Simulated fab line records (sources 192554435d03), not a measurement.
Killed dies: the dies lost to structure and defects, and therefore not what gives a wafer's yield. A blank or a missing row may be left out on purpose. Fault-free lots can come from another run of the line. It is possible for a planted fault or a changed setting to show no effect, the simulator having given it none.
Matching of chambers || flow n5 finfet || pecvd-01 running N5_BEOL_M6_PECVD_70: 3 sister chambers
The step deposits SiO2 from TEOS/O2, target thk 20 nm, time 22.7 s. 5 wafers are shown with their chamber, then 8 later ones without.

## WAFERS, EACH WITH ITS CHAMBER
{"wafer": "L083.5", "chamber": 2, "throttle valve pct (%)": 21.4, "showerhead plenum p Torr (Torr)": 8.71}
{"wafer": "L083.6", "chamber": 0, "throttle valve pct (%)": 21.5, "showerhead plenum p Torr (Torr)": 8.74}
{"wafer": "L086.4", "chamber": 0, "throttle valve pct (%)": 21.4, "showerhead plenum p Torr (Torr)": 8.76}
{"wafer": "L086.6", "chamber": 1, "throttle valve pct (%)": 24.1, "showerhead plenum p Torr (Torr)": 8.65}
{"wafer": "L088.1", "chamber": 1, "throttle valve pct (%)": 24.0, "showerhead plenum p Torr (Torr)": 8.67}

## WAFERS WHOSE CHAMBER IS MISSING
{"wafer": "L088.3", "throttle valve pct (%)": 21.4, "showerhead plenum p Torr (Torr)": 8.71}
{"wafer": "L088.4", "throttle valve pct (%)": 21.6, "showerhead plenum p Torr (Torr)": 8.76}
{"wafer": "L092.1", "throttle valve pct (%)": 21.1, "showerhead plenum p Torr (Torr)": 8.70}
{"wafer": "L092.4", "throttle valve pct (%)": 24.1, "showerhead plenum p Torr (Torr)": 8.66}
{"wafer": "L092.5", "throttle valve pct (%)": 21.1, "showerhead plenum p Torr (Torr)": 8.76}
{"wafer": "L094.2", "throttle valve pct (%)": 24.1, "showerhead plenum p Torr (Torr)": 8.66}
{"wafer": "L094.3", "throttle valve pct (%)": 24.3, "showerhead plenum p Torr (Torr)": 8.66}
{"wafer": "L094.6", "throttle valve pct (%)": 21.5, "showerhead plenum p Torr (Torr)": 8.70}

## WHICH CHAMBER EACH WENT THROUGH
{"wafer": "L088.3", "from the rows above": 2, "in truth": 2}
{"wafer": "L088.4", "from the rows above": 0, "in truth": 0}
{"wafer": "L092.1", "from the rows above": "can't be placed: 2 or 0", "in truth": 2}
{"wafer": "L092.4", "from the rows above": 1, "in truth": 1}
{"wafer": "L092.5", "from the rows above": "can't be placed: 0 or 2", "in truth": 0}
{"wafer": "L094.2", "from the rows above": 1, "in truth": 1}
{"wafer": "L094.3", "from the rows above": 1, "in truth": 1}
{"wafer": "L094.6", "from the rows above": 2, "in truth": 2}
Correct placement for 6 of the 8. These rows do not allow placing 2 (true chamber among the candidates in 2). Placed wrongly: 0.
How it was worked out, from the rows above alone: a wafer's distance from a chamber is the root of the sum, over the readings, of the square of ((its reading less the chamber's mean) divided by the reading's scatter). If the next closest chamber is less than 2 further off than the closest, the wafer can't be placed; otherwise it belongs to the closest. The mean given for a chamber averages the wafers shown for that chamber. The scatter is the square root of a quotient: the sum, over the shown wafers, of each reading's squared deviation from its chamber's mean, divided by wafers minus chambers.
